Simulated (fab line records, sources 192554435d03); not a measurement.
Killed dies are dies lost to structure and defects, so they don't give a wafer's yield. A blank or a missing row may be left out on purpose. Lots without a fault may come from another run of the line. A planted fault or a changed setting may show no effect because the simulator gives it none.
Chamber matching | flow n5_finfet | N5_SD_EPI_P_ETCH_16 on rie_diel-05: 4 sister chambers
The step etches SiO2 in CHF3/O2, target depth 5 nm. 18 wafers are shown with their chamber, then 9 later ones without.

WAFERS WITH THEIR CHAMBER
wafer  | chamber | showerhead_plenum_p_Torr (Torr) | throttle_valve_pct (%) | oes_product_au (a.u.)
L075.1 | 0       | 2.43                            | 18.69                  | 0.80
L075.2 | 2       | 2.39                            | 19.16                  | 0.72
L075.4 | 3       | 2.52                            | 18.84                  | 0.78
L076.4 | 0       | 2.43                            | 18.69                  | 0.79
L076.5 | 2       | 2.39                            | 19.15                  | 0.72
L076.6 | 1       | 2.29                            | 19.25                  | 0.71
L077.1 | 0       | 2.43                            | 18.69                  | 0.80
L077.2 | 3       | 2.52                            | 18.83                  | 0.77
L077.6 | 1       | 2.29                            | 19.25                  | 0.72
L081.2 | 3       | 2.52                            | 18.85                  | 0.76
L081.4 | 0       | 2.43                            | 18.69                  | 0.79
L081.6 | 0       | 2.43                            | 18.71                  | 0.79
L083.1 | 2       | 2.38                            | 19.20                  | 0.71
L083.2 | 1       | 2.28                            | 19.25                  | 0.71
L083.6 | 1       | 2.28                            | 19.25                  | 0.72
L085.1 | 1       | 2.28                            | 19.26                  | 0.71
L085.2 | 2       | 2.38                            | 19.18                  | 0.70
L085.4 | 3       | 2.51                            | 18.87                  | 0.77

SIGNATURES (means of the wafers above)
reading                  | chamber 0 | chamber 1 | chamber 2 | chamber 3 | scatter within a chamber
showerhead_plenum_p_Torr | 2.4300    | 2.2840    | 2.3850    | 2.5175    | 0.00459
throttle_valve_pct       | 18.6940   | 19.2520   | 19.1725   | 18.8475   | 0.014
oes_product_au           | 0.7940    | 0.7140    | 0.7125    | 0.7700    | 0.00715
Rule: a wafer's distance from a chamber is the root of the sum, over the readings, of the square of ((its reading less the chamber's mean) divided by the reading's scatter). The wafer belongs to the nearest chamber; if the next one is less than 2 further off, it can't be placed. The scatter: the root of (the sum of the squares of (reading less its chamber's mean) over the shown wafers, divided by (wafers less chambers)).

WAFERS WITHOUT THEIR CHAMBER
wafer  | showerhead_plenum_p_Torr (Torr) | throttle_valve_pct (%) | oes_product_au (a.u.)
L086.1 | 2.51                            | 18.86                  | 0.76
L086.3 | 2.28                            | 19.28                  | 0.71
L086.4 | 2.43                            | 18.73                  | 0.77
L090.1 | 2.28                            | 19.27                  | 0.70
L090.2 | 2.42                            | 18.73                  | 0.76
L090.5 | 2.28                            | 19.28                  | 0.69
L096.1 | 2.51                            | 18.89                  | 0.74
L096.3 | 2.37                            | 19.23                  | 0.69
L096.5 | 2.38                            | 19.21                  | 0.69

WHICH CHAMBER EACH WENT THROUGH
wafer  | from the rows above | in truth
L086.1 | 3                   | 3
L086.3 | 1                   | 1
L086.4 | 0                   | 0
L090.1 | 1                   | 1
L090.2 | 0                   | 0
L090.5 | 1                   | 1
L096.1 | 3                   | 3
L096.3 | 2                   | 2
L096.5 | 2                   | 2
Placed correctly: 9 of 9. Can't be placed from these rows: 0. Placed wrongly: 0.
